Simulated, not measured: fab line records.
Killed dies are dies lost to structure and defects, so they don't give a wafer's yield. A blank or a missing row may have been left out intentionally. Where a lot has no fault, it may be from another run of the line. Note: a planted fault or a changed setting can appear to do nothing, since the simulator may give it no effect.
A lot that was struck, set against a sound lot || flow n5Finfet || 18 steps out of a route of 1938
Sound: the wafers L889.1, L889.4, L889.6. Struck: wafer L897.3; the same lot's L897.4 was not struck, so it is left out; see the end for the cause.
Per side, at each step with rows, come the tool, then ch with its chambers, and then its first start. Under that, the readings that differ: sound wafers || struck wafers || difference of the means || sigmas: that difference in standard deviations of wafers without a fault.
alike: readings whose means differ by less than 2 such deviations, and words and numbers that are the same on both sides. not compared: withheld readings, readings that some wafer has no value for, bounds like >300 that may hide the same value, and numbers for which the record gives no deviation and whose values overlap.
Wherever a step has rows on one side only, a row that says differs or no value, or a row with sigmas, the two part there. Non-overlapping numbers with no deviation appear without sigmas and do not part them. A reading missing from all wafers of one side parts the sides only when that side holds two or more wafers.

N5_PASSIVATION_AL_ETCH_33: etches Al in Cl2/BCl3, stops on TaN, target depth 2800 nm, time 466.7 s.
  sound on rieMetal-03 ch 1, day 12 19:06; struck on rieMetal-02 ch 0, day 14 11:32
{"reading": "oesProductAu (a.u.)", "sound": "0.81 0.81 0.80", "struck": 0.60, "difference": -0.21, "sigmas": -2}
  alike: drypumpMotorCurrentA, rfFwdPowerW, throttleValvePct
  not compared: rfHoursCounterH
N5_PASSIVATION_ETCH_59: etches TaN in Cl2/BCl3, target depth 65 nm, time 34.9 s.
  sound on rieMetal-03 ch 1, day 12 19:54; struck on rieMetal-02 ch 0, day 14 11:50
{"reading": "oesProductAu (a.u.)", "sound": "0.87 0.88 0.88", "struck": 0.68, "difference": -0.20, "sigmas": -2}
  alike: drypumpMotorCurrentA, rfFwdPowerW, throttleValvePct
  not compared: rfHoursCounterH
N5_PASSIVATION_STRIP_34: strips in O2.
  sound on rieDiel-01 ch 0,1,3, day 12 20:07; struck on rieDiel-01 ch 2, day 14 11:55
{"reading": "drypumpMotorCurrentA (A)", "sound": "6.7 6.0 6.1", "struck": 5.2, "difference": -1.1, "sigmas": -2}
{"reading": "rfVppV (V)", "sound": "0.9 1.7 3.3", "struck": 8.8, "difference": "+6.8", "sigmas": "+4"}
{"reading": "throttleValvePct (%)", "sound": "16.73 16.61 16.79", "struck": 16.21, "difference": -0.50, "sigmas": -2}
  alike: oesProductAu, showerheadPlenumPTorr
  not compared: rfHoursCounterH
then, 4 steps without rows for these wafers: N5_PASSIVATION_STRIP_51 (strips in post etch residue remover, time 1200 s); N5_PASSIVATION_CLEAN_69 (cleans in IPA, time 180 s); N5_PASSIVATION_SRD_70 (time 30 s); N5_PASSIVATION_PECVD_53 (deposits SiO2 from TEOS/O2, target thk 800 nm, time 169.4 s).
N5_PASSIVATION_PECVD_35: deposits SiNx from SiH4/NH3/N2, target thk 700 nm, time 151.3 s.
  sound on pecvd-01 ch 1,2, day 12 20:47; struck on pecvd-01 ch 2, day 14 12:44
  alike: heaterPowerW, rfFwdPowerW, showerheadPlenumPTorr, throttleValvePct
  not compared: sinceWetCleanH
then, 4 steps without rows for these wafers: N5_PASSIVATION_HMDS_37 (time 60 s); N5_PASSIVATION_COAT_38; N5_PASSIVATION_EBR_40; N5_PASSIVATION_SOFTBAKE_39 (time 120 s).
N5_PASSIVATION_EXPOSE_41: exposes mask PASS OPEN, defocus 0 nm, target cd 40000 nm.
  sound on krfScanner-02 ch 0, day 12 21:13; struck on krfScanner-01 ch 0, day 14 13:01
  alike: mask
then, 3 steps without rows for these wafers: N5_PASSIVATION_PEB_42; N5_PASSIVATION_DEVELOP_43 (develop time 60 s); N5_PASSIVATION_HARDBAKE_45 (time 120 s).
N5_PASSIVATION_CD_MEAS_44 targets a cd of 40000 nm.
  sound on cdSem-03 ch 0, day 12 21:23; struck on cdSem-02 ch 0, day 14 13:11
{"reading": "cdNm (nm)", "sound": "40003 40003 39998", "struck": 40073, "difference": "+72", "sigmas": "+19"}
N5_PASSIVATION_OVL_MEAS_66:
  sound on overlay-01 ch 0, day 12 21:25; struck on overlay-02 ch 0, day 14 13:12
  alike: PASS_OPEN_OVL

== WHERE THEY PART ==
Earliest at N5_PASSIVATION_AL_ETCH_33; latest, in this record, at N5_PASSIVATION_CD_MEAS_44. Later steps at which nothing parts them and some readings are alike: N5_PASSIVATION_OVL_MEAS_66.

WHY: what had been put in by the simulator
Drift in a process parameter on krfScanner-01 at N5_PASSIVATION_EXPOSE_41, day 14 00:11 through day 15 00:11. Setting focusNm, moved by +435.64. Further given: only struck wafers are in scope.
